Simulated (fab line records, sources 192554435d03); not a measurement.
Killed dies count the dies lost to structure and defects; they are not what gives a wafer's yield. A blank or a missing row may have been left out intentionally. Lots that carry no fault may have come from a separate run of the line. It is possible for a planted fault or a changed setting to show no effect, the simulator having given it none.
fab line records | flow n5-finfet
record lots=5 wafers=15 last-day=19
route steps=1938 shown BEOL_M0@727 BEOL_M1@751
lots that met no fault: from a run of the same line without faults
start-h: the number of hours between the record's first day and the start of the first shown wafer of the lot | wait-h: hours from the lot's prior step to this one | " the same as in the row above | L1.1+2: several wafers, shown together as one row | - no value, or no start given | * or withheld: withheld | < > ~ a bound
route shown NAME@n: a module of which the file shows steps, and the number in the route of the first | usual: the fault-free wafers' mean and standard deviation | same: alike in all rows | chamber/n: place in a boat | sites: readings site by site | _std_site: the values' standard deviation | _edge_site: mean of outer sites minus mean of inner sites | radius-mm: for every site, how far away it sits from the centre of the wafer | mask NAME#n: copy n | behind: the tool/chamber that last shaped the wafer | hold: reason for holding the lot/hours on hold/outcome of the hold | device: the n, p or np transistor that did not switch | end of line: tests run on the same wafers once the route is complete | step lacking rows: just its recipe | killed: at the first sort, the dies lost to defects and structure; wafer yield is something else | map: dies across one wafer; x = killed, . = not, _ = none there
set.NAME: the setting as run; set.NAME@STEP: as run at that earlier step | model.NAME: the simulator's own value behind a step, which no gauge read
certain route steps with their lots: each step a table, each wafer a row
services: from which hour (start-h, from the record's first day; less than 0 if before it) a tool's chamber was out of use, for how many hours, and why
## steps
# step N5_BEOL_M0_STRIP_139
# recipe chemistry=post-etch-residue-remover time-s=60 temp-c=25 remover-ph=withheld remover-water-wt-pct=withheld remover-fluoride-wt-pct=withheld
# columns lot.wafer tool chamber start-h wait-h
L074.1+2+6 wet-bench-01 7,6,1 121.45 0.1
L076.2+3+5 wet-bench-01 0,3,5 153.82 0.1
L078.2+5+6 wet-bench-02 5,7,6 154.60 0.1
L086.1+4+5 wet-bench-02 0,2,4 205.25 0.1
L097.3+4+5 wet-bench-01 4,6,3 256.20 0.1
# step N5_BEOL_M0_SRD_111
# recipe time-s=30 temp-c=23 rinse-liquid=diw dry=ipa-marangoni
# columns lot.wafer tool chamber start-h wait-h
L074.1+2+6 wet-bench-01 7,6,1 121.49 0.0
L076.2+3+5 wet-bench-01 0,3,5 153.84 0.0
L078.2+5+6 wet-bench-02 5,7,6 154.62 0.0
L086.1+4+5 wet-bench-02 0,2,4 205.27 0.0
L097.3+4+5 wet-bench-01 4,6,3 256.22 0.0
# step N5_BEOL_M0_DEGAS_112
# recipe ambient=vacuum temp-c=250 time-s=60
# usual heater-power-w=331/27
# columns lot.wafer tool chamber start-h wait-h heater-power-w
L074.1 pvd-sputter-02 - 121.87 0.3 334
L074.2 " - " " 304
L074.6 " - " " 331
L076.2 pvd-sputter-03 - 154.19 0.3 300
L076.3 " - " " 359
L076.5 " - " " 368
L078.2 pvd-sputter-03 - 154.67 0.0 367
L078.5 " - " " 352
L078.6 " - " " 299
L086.1 pvd-sputter-02 - 205.35 0.1 337
L086.4 " - " " 310
L086.5 " - " " 297
L097.3 pvd-sputter-03 - 257.48 1.2 352
L097.4 " - " " 285
L097.5 " - " " 353
# step N5_BEOL_M0_PRE_CLEAN_113
# recipe gas=H2/He time-s=30 temp-c=250
# usual heater-power-w=330/27
# columns lot.wafer tool chamber start-h wait-h heater-power-w
L074.1 pvd-sputter-02 - 121.91 0.0 329
L074.2 " - " " 316
L074.6 " - " " 336
L076.2 pvd-sputter-03 - 154.23 0.0 294
L076.3 " - " " 359
L076.5 " - " " 364
L078.2 pvd-sputter-03 - 154.71 0.0 349
L078.5 " - " " 362
L078.6 " - " " 300
L086.1 pvd-sputter-02 - 205.39 0.0 327
L086.4 " - " " 298
L086.5 " - " " 316
L097.3 pvd-sputter-03 - 257.52 0.0 357
L097.4 " - " " 300
L097.5 " - " " 359
# step N5_BEOL_M0_ALD_136
# recipe material=TaN target-thk-a=* temp-c=275 ald-precursor-family=PDMAT ald-co-reactant=NH3 pressure-torr=3 carrier-flow-sccm=1500 pulse-time-s=2 purge-time-s=3 co-reactant-purge-time-s=2 co-reactant-pulse-time-s=3 ald-cycles=30 precursor-vessel-temp-c=75 precursor-vessel-pressure-torr=26.25 precursor-vessel-carrier-sccm=1000
# usual heater-power-w=437/50 precursor-vessel-pressure-torr=26.25/0.052
# same co-reactant-purge-time-s=2
# columns lot.wafer tool chamber start-h wait-h heater-power-w precursor-vessel-pressure-torr
L074.1 ald-metal-04 0 121.98 0.1 508 26.25
L074.2 " 3 " " 488 26.17
L074.6 " 3 " " 494 26.21
L076.2 ald-metal-02 0 154.31 0.1 446 26.22
L076.3 " 1 " " 422 26.28
L076.5 " 1 " " 430 26.35
L078.2 ald-metal-01 2 154.78 0.1 393 26.15
L078.5 " 2 " " 385 26.24
L078.6 " 1 " " 385 26.31
L086.1 ald-metal-04 1 205.45 0.0 437 26.18
L086.4 " 3 " " 496 26.22
L086.5 " 2 " " 367 26.28
L097.3 ald-metal-04 1 257.58 0.0 437 26.29
L097.4 " 0 " " 534 26.28
L097.5 " 2 " " 358 26.21
# step N5_BEOL_M0_SURFACE_TREAT_137
# recipe gas=Ar time-s=* ion-energy-ev=* ion-current-ma-cm2=0.5 pressure-mtorr=* ar-flow-sccm=30
# usual throttle-valve-pct=*
# columns lot.wafer tool chamber start-h wait-h throttle-valve-pct
L074.1 pvd-sputter-03 - 122.30 0.2 *
L074.2 " - " " *
L074.6 " - " " *
L076.2 pvd-sputter-03 - 154.58 0.2 *
L076.3 " - " " *
L076.5 " - " " *
L078.2 pvd-sputter-03 - 155.29 0.4 *
L078.5 " - " " *
L078.6 " - " " *
L086.1 pvd-sputter-02 - 205.88 0.3 *
L086.4 " - " " *
L086.5 " - " " *
L097.3 pvd-sputter-03 - 257.82 0.1 *
L097.4 " - " " *
L097.5 " - " " *
# step N5_BEOL_M0_CVD_115
# recipe material=Co target-thk-a=* temp-c=withheld precursor=CCTBA/H2 pressure-torr=30 time-s=120
# columns lot.wafer tool chamber start-h wait-h
L074.1+2+6 cvd-co-02 0,1,0 122.59 0.3
L076.2+3+5 cvd-co-01 2,1,0 154.70 0.1
L078.2+5+6 cvd-co-01 2,2,1 155.35 0.0
L086.1+4+5 cvd-co-01 0,2,0 205.94 0.0
L097.3+4+5 cvd-co-02 2,0,2 257.88 0.0
# step N5_BEOL_M0_SPUTTER_116
# recipe material=Cu target-thk-a=40 temp-c=-20 chamber-pressure-pa=0.07 power-w=withheld time-s=7.37
# usual throttle-valve-pct=29.9/0.98
# columns lot.wafer tool chamber start-h wait-h throttle-valve-pct
L074.1 pvd-sputter-03 - 124.74 2.1 31.2
L074.2 " - " " 30.7
L074.6 " - " " 30.6
L076.2 pvd-sputter-03 - 154.85 0.1 29.8
L076.3 " - " " 29.0
L076.5 " - " " 30.6
L078.2 pvd-sputter-03 - 155.51 0.1 30.0
L078.5 " - " " 29.1
L078.6 " - " " 30.8
L086.1 pvd-sputter-02 - 206.24 0.3 27.2
L086.4 " - " " 30.6
L086.5 " - " " 30.1
L097.3 pvd-sputter-03 - 258.18 0.3 31.1
L097.4 " - " " 29.6
L097.5 " - " " 29.5
# step N5_BEOL_M0_ANNEAL_117
# recipe temp-c=400 time-s=60 ambient=vacuum
# usual heater-power-w=832/77 susceptor_temp_C_max=401.0/0.41
# columns lot.wafer tool chamber start-h wait-h heater-power-w susceptor_temp_C_max
L074.1 pvd-sputter-03 - 124.82 0.0 731 401.9
L074.2 " - " " 887 400.6
L074.6 " - " " 889 401.0
L076.2 pvd-sputter-03 - 154.93 0.0 730 401.0
L076.3 " - " " 896 400.2
L076.5 " - " " 886 400.9
L078.2 pvd-sputter-03 - 155.59 0.0 761 400.5
L078.5 " - " " 941 400.8
L078.6 " - " " 733 401.2
L086.1 pvd-sputter-02 - 206.32 0.0 847 401.1
L086.4 " - " " 845 400.5
L086.5 " - " " 764 400.9
L097.3 pvd-sputter-03 - 258.26 0.0 719 401.9
L097.4 " - " " 730 401.0
L097.5 " - " " 730 401.1
# step N5_BEOL_M0_SPUTTER_132
# recipe material=Cu target-thk-a=40 temp-c=-20 chamber-pressure-pa=0.07 power-w=withheld time-s=7.37
# usual throttle-valve-pct=29.9/0.99
# columns lot.wafer tool chamber start-h wait-h throttle-valve-pct
L074.1 pvd-sputter-03 - 124.86 0.0 31.2
L074.2 " - " " 30.7
L074.6 " - " " 30.7
L076.2 pvd-sputter-03 - 154.97 0.0 29.5
L076.3 " - " " 28.6
L076.5 " - " " 30.8
L078.2 pvd-sputter-03 - 155.63 0.0 29.6
L078.5 " - " " 28.9
L078.6 " - " " 30.9
L086.1 pvd-sputter-02 - 206.36 0.0 27.3
L086.4 " - " " 30.9
L086.5 " - " " 29.9
L097.3 pvd-sputter-03 - 258.30 0.0 30.8
L097.4 " - " " 29.5
L097.5 " - " " 29.6
# step N5_BEOL_M0_ANNEAL_133
# recipe temp-c=400 time-s=60 ambient=vacuum
# usual heater-power-w=832/77 susceptor_temp_C_max=401.1/0.45
# columns lot.wafer tool chamber start-h wait-h heater-power-w susceptor_temp_C_max
L074.1 pvd-sputter-03 - 124.94 0.0 739 401.5
L074.2 " - " " 895 400.5
L074.6 " - " " 874 400.8
L076.2 pvd-sputter-03 - 155.05 0.0 734 401.5
L076.3 " - " " 893 400.7
L076.5 " - " " 883 400.3
L078.2 pvd-sputter-03 - 155.71 0.0 733 400.8
L078.5 " - " " 902 400.8
L078.6 " - " " 761 401.7
L086.1 pvd-sputter-02 - 206.44 0.0 851 400.9
L086.4 " - " " 811 400.5
L086.5 " - " " 761 401.0
L097.3 pvd-sputter-03 - 258.38 0.0 759 401.3
L097.4 " - " " 734 400.9
L097.5 " - " " 727 400.9
# step N5_BEOL_M0_SPUTTER_134
# recipe material=Cu target-thk-a=40 temp-c=-20 chamber-pressure-pa=0.07 power-w=withheld time-s=7.37
# usual throttle-valve-pct=29.9/1
# columns lot.wafer tool chamber start-h wait-h throttle-valve-pct
L074.1 pvd-sputter-03 - 124.98 0.0 30.5
L074.2 " - " " 30.6
L074.6 " - " " 30.5
L076.2 pvd-sputter-03 - 155.09 0.0 29.7
L076.3 " - " " 28.8
L076.5 " - " " 30.9
L078.2 pvd-sputter-03 - 155.75 0.0 29.6
L078.5 " - " " 29.1
L078.6 " - " " 31.4
L086.1 pvd-sputter-02 - 206.48 0.0 27.3
L086.4 " - " " 31.0
L086.5 " - " " 30.0
L097.3 pvd-sputter-03 - 258.42 0.0 31.3
L097.4 " - " " 29.5
L097.5 " - " " 29.4
# step N5_BEOL_M0_ANNEAL_135
# recipe temp-c=400 time-s=60 ambient=vacuum
# usual heater-power-w=832/76 susceptor_temp_C_max=401.1/0.41
# columns lot.wafer tool chamber start-h wait-h heater-power-w susceptor_temp_C_max
L074.1 pvd-sputter-03 - 125.06 0.0 755 402.2
L074.2 " - " " 899 400.7
L074.6 " - " " 869 400.5
L076.2 pvd-sputter-03 - 155.17 0.0 748 400.8
L076.3 " - " " 905 401.2
L076.5 " - " " 877 400.9
L078.2 pvd-sputter-03 - 155.83 0.0 738 400.9
L078.5 " - " " 918 400.9
L078.6 " - " " 741 401.6
L086.1 pvd-sputter-02 - 206.56 0.0 845 401.0
L086.4 " - " " 846 401.0
L086.5 " - " " 773 401.0
L097.3 pvd-sputter-03 - 258.50 0.0 756 401.3
L097.4 " - " " 758 400.7
L097.5 " - " " 739 400.9
# step N5_BEOL_M0_SPUTTER_141
# recipe material=Cu target-thk-a=40 temp-c=-20 chamber-pressure-pa=0.07 power-w=withheld time-s=7.37
# usual throttle-valve-pct=29.9/0.98
# columns lot.wafer tool chamber start-h wait-h throttle-valve-pct
L074.1 pvd-sputter-03 - 125.10 0.0 31.3
L074.2 " - " " 30.5
L074.6 " - " " 30.3
L076.2 pvd-sputter-03 - 155.21 0.0 29.5
L076.3 " - " " 29.1
L076.5 " - " " 30.8
L078.2 pvd-sputter-03 - 155.87 0.0 29.8
L078.5 " - " " 29.1
L078.6 " - " " 30.9
L086.1 pvd-sputter-02 - 206.60 0.0 27.3
L086.4 " - " " 30.7
L086.5 " - " " 29.9
L097.3 pvd-sputter-03 - 258.54 0.0 30.9
L097.4 " - " " 29.6
L097.5 " - " " 29.7
# step N5_BEOL_M0_ECD_118
# recipe material=Cu target-thk-a=3000
# columns lot.wafer tool chamber start-h wait-h
L074.1+2+6 ecd-cu-02 0,1,1 125.22 0.1
L076.2+3+5 ecd-cu-02 1,1,0 155.32 0.1
L078.2+5+6 ecd-cu-02 1,0,1 155.98 0.1
L086.1+4+5 ecd-cu-01 0,0,1 206.72 0.1
L097.3+4+5 ecd-cu-02 1,0,1 258.68 0.1
# step N5_BEOL_M0_ANNEAL_119
# recipe temp-c=225 time-s=90 ambient=N2
# usual wafer_temp_C_max=225.94/0.28
# columns lot.wafer tool chamber start-h wait-h wafer_temp_C_max
L074.1 rtp-anneal-02 0 125.30 0.1 225.92
L074.2 " 0 " " 226.41
L074.6 " 0 " " 225.94
L076.2 rtp-anneal-02 0 155.46 0.1 225.93
L076.3 " 0 " " 226.13
L076.5 " 0 " " 226.30
L078.2 rtp-anneal-02 0 156.17 0.2 226.14
L078.5 " 0 " " 226.13
L078.6 " 0 " " 225.91
L086.1 rtp-anneal-02 0 207.73 1.0 226.62
L086.4 " 0 " " 225.98
L086.5 " 0 " " 225.98
L097.3 rtp-anneal-01 0 258.94 0.2 225.72
L097.4 " 0 " " 226.00
L097.5 " 0 " " 225.79
# step N5_BEOL_M0_CMP_120
# recipe stop-on=SiOC t-overpolish-s=6.9 down-force-psi=1 platen-rpm=50 clearing-platen-down-force-psi=1.5 clearing-platen-rpm=50 post-cmp-clean=cu-alkaline clearing-platen-pad-velocity-m-s=0.99484 pad-velocity-m-s=0.99484
# usual barrier-field-endpoint-s=3.64/0.12 edge-zone-pressure-frac=1.000/0.0051 motor-current-A=6.3/0.67 overpolish-run-s=6.900/0.0089 time-to-endpoint-s=62/3
# columns lot.wafer tool chamber start-h wait-h barrier-field-endpoint-s edge-zone-pressure-frac motor-current-A overpolish-run-s time-to-endpoint-s
L074.2 cmp-03 3 125.63 0.2 3.75 0.992 6.3 6.915 68
L074.1 " 1 " " 3.89 0.994 6.3 6.895 68
L074.6 " 2 " " 3.79 1.001 6.5 6.916 68
L076.2 cmp-02 1 155.73 0.2 3.74 0.998 5.1 6.898 67
L076.3 " 3 " " 3.74 0.994 5.5 6.901 66
L076.5 " 2 " " 3.75 1.002 6.9 6.894 64
L078.2 cmp-03 1 156.54 0.3 3.53 1.012 6.7 6.905 64
L078.5 " 2 " " 3.55 1.001 7.0 6.902 62
L078.6 " 3 " " 3.63 1.000 6.5 6.895 62
L086.1 cmp-03 1 208.33 0.5 3.65 1.002 6.6 6.889 63
L086.4 " 3 " " 3.57 0.996 7.0 6.901 64
L086.5 " 1 " " 3.65 1.017 6.0 6.903 64
L097.3 cmp-03 3 259.21 0.2 3.60 0.997 6.7 6.905 59
L097.4 " 1 " " 3.43 0.995 6.5 6.899 59
L097.5 " 3 " " 3.56 1.002 6.7 6.889 60
# step N5_BEOL_M0_PRE_CLEAN_131
# recipe gas=NH3/H2 time-s=15 temp-c=* rf-power-w=300
# usual heater-power-w=90/6.8
# columns lot.wafer tool chamber start-h wait-h heater-power-w
L074.1 cvd-co-01 0 125.93 0.0 94
L074.2 " 2 " " 87
L074.6 " 2 " " 87
L076.2 cvd-co-02 0 156.06 0.0 102
L076.3 " 2 " " 79
L076.5 " 1 " " 90
L078.2 cvd-co-01 1 156.76 0.0 90
L078.5 " 2 " " 85
L078.6 " 1 " " 90
L086.1 cvd-co-02 1 208.63 0.0 88
L086.4 " 1 " " 89
L086.5 " 0 " " 101
L097.3 cvd-co-01 0 259.54 0.0 94
L097.4 " 0 " " 94
L097.5 " 1 " " 90
# step N5_BEOL_M0_CO_CAP_123
# recipe material=Co target-thk-a=20 temp-c=200 precursor=CCTBA/H2 pressure-torr=30 time-s=102.1
# usual heater-power-w=243/9.1
# columns lot.wafer tool chamber start-h wait-h heater-power-w
L074.1 cvd-co-01 0 125.99 0.0 242
L074.2 " 2 " " 237
L074.6 " 2 " " 240
L076.2 cvd-co-02 0 156.10 0.0 260
L076.3 " 2 " " 224
L076.5 " 1 " " 244
L078.2 cvd-co-01 1 156.80 0.0 236
L078.5 " 2 " " 236
L078.6 " 1 " " 245
L086.1 cvd-co-02 1 208.67 0.0 237
L086.4 " 1 " " 235
L086.5 " 0 " " 254
L097.3 cvd-co-01 0 259.58 0.0 249
L097.4 " 0 " " 250
L097.5 " 1 " " 241
# step N5_BEOL_M0_PRE_CLEAN_124
# recipe gas=NH3 time-s=15 temp-c=withheld rf-power-w=300
# columns lot.wafer tool chamber start-h wait-h
L074.1+2+6 pecvd-02 0,1,1 126.11 0.1
L076.2+3+5 pecvd-04 0,2,2 156.19 0.1
L078.2+5+6 pecvd-04 1,1,2 156.89 0.1
L086.1+4+5 pecvd-02 0,2,1 208.76 0.1
L097.3+4+5 pecvd-01 2,0,2 259.67 0.1
# step N5_BEOL_M0_DEP_125
# recipe material=SiCN target-thk-a=80 temp-c=withheld precursor=3MS/NH3 pressure-torr=3 rf-w=202 time-s=14
# usual showerhead-plenum-p-Torr=3.657/0.0096 throttle-valve-pct=9.0/0.33
# columns lot.wafer tool chamber start-h wait-h showerhead-plenum-p-Torr throttle-valve-pct
L074.1 pecvd-02 0 126.14 0.0 3.650 9.5
L074.2 " 1 " " 3.642 9.0
L074.6 " 1 " " 3.648 8.9
L076.2 pecvd-04 0 156.22 0.0 3.655 9.0
L076.3 " 2 " " 3.657 8.7
L076.5 " 2 " " 3.660 9.0
L078.2 pecvd-04 1 156.92 0.0 3.661 9.2
L078.5 " 1 " " 3.663 9.4
L078.6 " 2 " " 3.655 8.7
L086.1 pecvd-02 0 208.78 0.0 3.643 9.2
L086.4 " 2 " " 3.664 9.0
L086.5 " 1 " " 3.633 8.8
L097.3 pecvd-01 2 259.69 0.0 3.649 8.3
L097.4 " 0 " " 3.664 8.8
L097.5 " 2 " " 3.651 8.6
# step N5_BEOL_M0_RS_MEAS_126
# recipe thk-meas-gauge=four-point-probe reads=Co_of_BEOL_M0_CO_CAP_123+Cu_of_BEOL_M0_ECD_118+Co_of_BEOL_M0_CVD_115+TaN_of_BEOL_M0_ALD_136
# usual M0_RS=0.534/0.018
# columns lot.wafer tool chamber start-h wait-h M0_RS[ohm/sq]
L074.1 film-metro-02 - 126.20 0.0 0.538
L074.2 " - " " 0.524
L074.6 " - " " 0.507
L076.2 film-metro-02 - 156.29 0.1 0.542
L076.3 " - " " 0.533
L076.5 " - " " 0.544
L078.2 film-metro-02 - 156.98 0.1 0.534
L078.5 " - " " 0.529
L078.6 " - " " 0.515
L086.1 film-metro-02 - 208.85 0.0 0.551
L086.4 " - " " 0.524
L086.5 " - " " 0.532
L097.3 film-metro-02 - 259.76 0.1 0.568
L097.4 " - " " 0.565
L097.5 " - " " 0.551
# step N5_BEOL_M0_INSPECT_127
# recipe inspect-instrument=darkfield mode=post-dep
# usual raw-defect-count=69/24
# columns lot.wafer tool chamber start-h wait-h raw-defect-count
L074.1 defect-inspect-02 - 126.23 0.0 73
L074.2 " - " " 85
L074.6 " - " " 59
L076.2 defect-inspect-02 - 156.31 0.0 34
L076.3 " - " " 46
L076.5 " - " " 64
L078.2 defect-inspect-02 - 157.01 0.0 34
L078.5 " - " " 43
L078.6 " - " " 69
L086.1 defect-inspect-02 - 208.87 0.0 84
L086.4 " - " " 77
L086.5 " - " " 52
L097.3 defect-inspect-02 - 259.79 0.0 70
L097.4 " - " " 73
L097.5 " - " " 79
# step N5_BEOL_M1_ILD_DEP_00
# recipe material=SiOC target-thk-a=790 temp-c=350 precursor=DEMS/O2 pressure-torr=5 rf-w=500 time-s=15.3
# usual heater-power-w=507/85 showerhead-plenum-p-Torr=5.693/0.015 throttle-valve-pct=11.9/0.33
# columns lot.wafer tool chamber start-h wait-h heater-power-w showerhead-plenum-p-Torr throttle-valve-pct
L074.1 pecvd-03 1 126.27 0.0 477 5.719 11.7
L074.2 " 0 " " 409 5.719 11.8
L074.6 " 1 " " 468 5.709 12.2
L076.2 pecvd-02 0 156.35 0.0 431 5.685 12.0
L076.3 " 1 " " 466 5.685 11.9
L076.5 " 0 " " 443 5.665 12.3
L078.2 pecvd-02 0 157.04 0.0 485 5.671 12.1
L078.5 " 2 " " 642 5.699 11.7
L078.6 " 0 " " 485 5.674 12.3
L086.1 pecvd-02 2 208.91 0.0 595 5.704 11.6
L086.4 " 2 " " 598 5.704 11.5
L086.5 " 1 " " 520 5.664 11.8
L097.3 pecvd-03 2 259.82 0.0 626 5.688 11.0
L097.4 " 0 " " 455 5.706 11.8
L097.5 " 2 " " 621 5.664 11.2
# step N5_BEOL_M1_THK_MEAS_01
# recipe reads=SiOC_of_BEOL_M1_ILD_DEP_00
# usual M1_ILD_THK=79.1/0.92
# columns lot.wafer tool chamber start-h wait-h M1_ILD_THK[nm]
L074.1 film-metro-01 - 126.33 0.0 78.5
L074.2 " - " " 79.5
L074.6 " - " " 80.4
L076.2 film-metro-02 - 156.42 0.1 78.8
L076.3 " - " " 78.2
L076.5 " - " " 80.4
L078.2 film-metro-01 - 157.11 0.1 78.8
L078.5 " - " " 80.0
L078.6 " - " " 79.4
L086.1 film-metro-01 - 208.98 0.0 78.6
L086.4 " - " " 79.1
L086.5 " - " " 78.4
L097.3 film-metro-02 - 259.89 0.1 78.4
L097.4 " - " " 79.9
L097.5 " - " " 79.6
# step N5_BEOL_M1_PECVD_72
# recipe material=SiO2 target-thk-a=160 temp-c=400 precursor=TEOS/O2 pressure-torr=5.5 rf-w=450 teos-flow-sccm=53.8 gas=O2 flow-sccm=3000 time-s=18
# usual heater-power-w=753/100 showerhead-plenum-p-Torr=8.77/0.059 throttle-valve-pct=22.3/0.51
# columns lot.wafer tool chamber start-h wait-h heater-power-w showerhead-plenum-p-Torr throttle-valve-pct
L074.1 pecvd-02 2 126.37 0.0 851 8.80 22.1
L074.2 " 0 " " 741 8.70 22.9
L074.6 " 0 " " 741 8.70 22.9
L076.2 pecvd-04 2 156.45 0.0 722 8.76 22.1
L076.3 " 1 " " 845 8.80 22.8
L076.5 " 1 " " 821 8.79 22.9
L078.2 pecvd-03 1 157.15 0.0 591 8.87 22.0
L078.5 " 2 " " 810 8.76 23.3
L078.6 " 0 " " 649 8.85 21.9
L086.1 pecvd-04 1 209.02 0.0 891 8.81 22.9
L086.4 " 0 " " 696 8.80 22.0
L086.5 " 2 " " 764 8.75 21.9
L097.3 pecvd-03 2 259.93 0.0 819 8.74 21.1
L097.4 " 1 " " 676 8.87 21.7
L097.5 " 2 " " 851 8.72 20.8
# step N5_BEOL_M1_HM_DEP_02
# recipe material=TiN target-thk-a=200 temp-c=25 chamber-pressure-pa=0.49996
# usual throttle-valve-pct=29.8/0.96
# columns lot.wafer tool chamber start-h wait-h throttle-valve-pct
L074.1 pvd-sputter-03 - 126.86 0.5 29.2
L074.2 " - " " 31.2
L074.6 " - " " 30.7
L076.2 pvd-sputter-03 - 156.81 0.3 31.1
L076.3 " - " " 29.7
L076.5 " - " " 30.8
L078.2 pvd-sputter-01 - 159.11 1.9 30.5
L078.5 " - " " 29.7
L078.6 " - " " 30.6
L086.1 pvd-sputter-01 - 210.04 1.0 29.6
L086.4 " - " " 30.5
L086.5 " - " " 30.5
L097.3 pvd-sputter-01 - 260.63 0.7 28.6
L097.4 " - " " 29.4
L097.5 " - " " 29.9
# step N5_BEOL_M1_COAT_61
# recipe resist=SOC temp-c=250 time-s=60 spin-rpm=1500 resist-thk-nm=60
# columns lot.wafer tool chamber start-h wait-h
L074.1+2+6 litho-track-02 0 126.99 0.1
L076.2+3+5 litho-track-03 0 156.93 0.1
L078.2+5+6 litho-track-01 0 159.45 0.3
L086.1+4+5 litho-track-02 0 210.16 0.1
L097.3+4+5 litho-track-02 0 260.76 0.1
# step N5_BEOL_M1_COAT_62
# recipe resist=SiARC temp-c=220 time-s=60 spin-rpm=1500 resist-thk-nm=12
# columns lot.wafer tool chamber start-h wait-h
L074.1+2+6 litho-track-02 0 - -
L076.2+3+5 litho-track-03 0 - -
L078.2+5+6 litho-track-01 0 - -
L086.1+4+5 litho-track-02 0 - -
L097.3+4+5 litho-track-02 0 - -
# step N5_BEOL_M1_COAT_73
# recipe resist=underlayer temp-c=205 time-s=60 spin-rpm=1500 resist-thk-nm=5
# columns lot.wafer tool chamber start-h wait-h
L074.1+2+6 litho-track-02 0 - -
L076.2+3+5 litho-track-03 0 - -
L078.2+5+6 litho-track-01 0 - -
L086.1+4+5 litho-track-02 0 - -
L097.3+4+5 litho-track-02 0 - -
# step N5_BEOL_M1_COAT_05
# recipe resist=CAR-EUV spin-rpm=1500 resist-thk-nm=30
# columns lot.wafer tool chamber start-h wait-h
L074.1+2+6 litho-track-02 0 - -
L076.2+3+5 litho-track-03 0 - -
L078.2+5+6 litho-track-01 0 - -
L086.1+4+5 litho-track-02 0 - -
L097.3+4+5 litho-track-02 0 - -
# step N5_BEOL_M1_EBR_07
# recipe solvent=PGMEA ebr-width-mm=1.5
# columns lot.wafer tool chamber start-h wait-h
L074.1+2+6 litho-track-02 0 - -
L076.2+3+5 litho-track-03 0 - -
L078.2+5+6 litho-track-01 0 - -
L086.1+4+5 litho-track-02 0 - -
L097.3+4+5 litho-track-02 0 - -
# step N5_BEOL_M1_SOFTBAKE_06
# recipe temp-c=110 time-s=60 resist=CAR-EUV
# columns lot.wafer tool chamber start-h wait-h
L074.1+2+6 litho-track-02 0 - -
L076.2+3+5 litho-track-03 0 - -
L078.2+5+6 litho-track-01 0 - -
L086.1+4+5 litho-track-02 0 - -
L097.3+4+5 litho-track-02 0 - -
# step N5_BEOL_M1_EXPOSE_08
# recipe mask-id=M1 na=0.33 source-shape=dipole sigma-inner=0.369 sigma-outer=0.767 polarization=unpolarized dose-mj=33
# columns lot.wafer tool chamber start-h wait-h mask
L074.1+2+6 euv-scanner-02 0 127.12 - M1#0
L076.2+3+5 euv-scanner-02 0 157.08 - M1#0
L078.2+5+6 euv-scanner-02 0 159.59 - M1#0
L086.1+4+5 euv-scanner-01 0 210.30 - M1#0
L097.3+4+5 euv-scanner-02 0 260.91 - M1#0
# step N5_BEOL_M1_PEB_09
# recipe peb-temp-c=100 peb-time-s=60 resist=CAR-EUV
# columns lot.wafer tool chamber start-h wait-h
L074.1+2+6 litho-track-01 0 127.18 0.1
L076.2+3+5 litho-track-02 0 157.13 0.0
L078.2+5+6 litho-track-02 0 159.65 0.0
L086.1+4+5 litho-track-03 0 210.36 0.1
L097.3+4+5 litho-track-01 0 260.96 0.0
# step N5_BEOL_M1_DEVELOP_10
# recipe develop-time-s=30 developer=TMAH resist=CAR-EUV rinse-liquid=surfactant-rinse dry=air-spin dev-temp-c=23
# same develop-time-s=30
# columns lot.wafer tool chamber start-h wait-h
L074.1+2+6 litho-track-01 0 - -
L076.2+3+5 litho-track-02 0 - -
L078.2+5+6 litho-track-02 0 - -
L086.1+4+5 litho-track-03 0 - -
L097.3+4+5 litho-track-01 0 - -
# step N5_BEOL_M1_CD_MEAS_11
# recipe target-cd-nm=17.05 landing-energy-ev=500 detector=se-inlens polarity=opening
# usual cd-nm=17.04/0.24
# columns lot.wafer tool chamber start-h wait-h cd-nm
L074.1 cd-sem-01 0 127.25 - 17.10
L074.2 " 0 " " 16.61
L074.6 " 0 " " 17.01
L076.2 cd-sem-02 0 157.20 - 16.90
L076.3 " 0 " " 17.25
L076.5 " 0 " " 17.42
L078.2 cd-sem-03 0 159.71 - 17.47
L078.5 " 0 " " 17.23
L078.6 " 0 " " 17.03
L086.1 cd-sem-03 0 210.43 - 17.72
L086.4 " 0 " " 17.34
L086.5 " 0 " " 16.97
L097.3 cd-sem-02 0 261.03 - 17.19
L097.4 " 0 " " 17.14
L097.5 " 0 " " 17.20
# step N5_BEOL_M1_OVL_MEAS_12
# recipe points-per-wafer=522
# usual M1_OVL=-0.1/0.66
# columns lot.wafer tool chamber start-h wait-h M1_OVL[nm]
L074.1 overlay-01 0 127.28 0.0 1.3
L074.2 " 0 " " 0.6
L074.6 " 0 " " 1.1
L076.2 overlay-01 0 157.23 0.0 -0.1
L076.3 " 0 " " -0.3
L076.5 " 0 " " -0.3
L078.2 overlay-01 0 159.75 0.0 -0.1
L078.5 " 0 " " -0.4
L078.6 " 0 " " -0.7
L086.1 overlay-01 0 210.46 0.0 0.3
L086.4 " 0 " " -0.2
L086.5 " 0 " " 0.1
L097.3 overlay-01 0 261.07 0.0 -0.1
L097.4 " 0 " " -0.3
L097.5 " 0 " " 0.2
# step N5_BEOL_M1_INSPECT_13
# recipe mode=adi inspect-instrument=brightfield
# usual raw-defect-count=428/93
# columns lot.wafer tool chamber start-h wait-h raw-defect-count
L074.1 defect-inspect-02 - 127.34 0.1 420
L074.2 " - " " 440
L074.6 " - " " 303
L076.2 defect-inspect-02 - 157.29 0.0 239
L076.3 " - " " 268
L076.5 " - " " 427
L078.2 defect-inspect-02 - 159.80 0.0 424
L078.5 " - " " 240
L078.6 " - " " 355
L086.1 defect-inspect-01 - 210.52 0.1 576
L086.4 " - " " 538
L086.5 " - " " 403
L097.3 defect-inspect-01 - 261.12 0.1 414
L097.4 " - " " 524
L097.5 " - " " 471
## services
# columns tool chamber start-h hours kind
pvd-sputter-01 - 106.85 4.6 repair
cmp-03 - 111.54 5.5 pm
pecvd-02 1 114.09 6.0 repair
cmp-03 - 117.19 1.3 repair
pvd-sputter-03 - 118.44 0.6 repair
pecvd-03 - 122.54 2.8 pm
cmp-03 - 137.22 3.4 repair
pvd-sputter-02 - 143.09 2.5 repair
ecd-cu-02 - 145.92 1.9 repair
wet-bench-02 - 146.95 1.4 repair
wet-bench-01 - 155.22 1.3 repair
euv-scanner-02 - 158.67 0.8 repair
cvd-co-01 0 165.28 16.0 repair
euv-scanner-02 - 166.62 0.1 repair
cvd-co-01 - 178.26 0.5 repair
euv-scanner-02 - 178.59 1.0 pm
euv-scanner-02 - 185.21 4.6 pm
ecd-cu-02 - 185.76 4.9 pm
cmp-03 - 189.93 0.7 repair
euv-scanner-02 - 194.62 1.0 pm
cmp-03 - 230.10 4.0 pm
pecvd-02 - 239.28 0.8 repair
cmp-03 - 246.85 3.4 repair
euv-scanner-02 - 250.77 1.0 pm
## key
fault none
